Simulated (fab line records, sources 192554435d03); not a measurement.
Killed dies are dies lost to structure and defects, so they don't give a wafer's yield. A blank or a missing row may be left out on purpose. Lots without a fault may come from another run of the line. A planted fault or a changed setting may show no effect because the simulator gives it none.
Chamber matching | flow n5_finfet | N5_BEOL_M6_CMP_52 on cmp-04: 4 sister chambers
The step polishes, stops on SiCOH lowk, t overpolish 6.9 s, target thk 80 nm. 4 wafers are shown with their chamber, then 6 later ones without.

WAFERS WITH THEIR CHAMBER
wafer  | chamber | motor_current_A (A)
L076.1 | 2       | 5.2
L086.1 | 1       | 5.9
L086.3 | 0       | 5.4
L086.4 | 3       | 6.2

WAFERS WITHOUT THEIR CHAMBER
wafer  | motor_current_A (A)
L089.1 | 5.1
L089.3 | 6.3
L090.3 | 5.3
L090.4 | 5.8
L092.1 | 5.8
L092.2 | 6.3

WHICH CHAMBER EACH WENT THROUGH
wafer  | from the rows above     | in truth
L089.1 | 2                       | 2
L089.3 | 3                       | 3
L090.3 | can't be placed: 2 or 0 | 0
L090.4 | 1                       | 1
L092.1 | 1                       | 1
L092.2 | 3                       | 3
Placed correctly: 5 of 6. Can't be placed from these rows: 1 (the true chamber is among the candidates in 1). Placed wrongly: 0.
How it was worked out, from the rows above alone: a wafer's distance from a chamber is the root of the sum, over the readings, of the square of ((its reading less the chamber's mean) divided by the reading's scatter). The wafer belongs to the nearest chamber; if the next one is less than 2 further off, it can't be placed. A chamber's mean is the mean of its shown wafers. The scatter: with one shown wafer a chamber, the root of the mean of the squares of how far each hidden wafer lies from its nearest shown one.
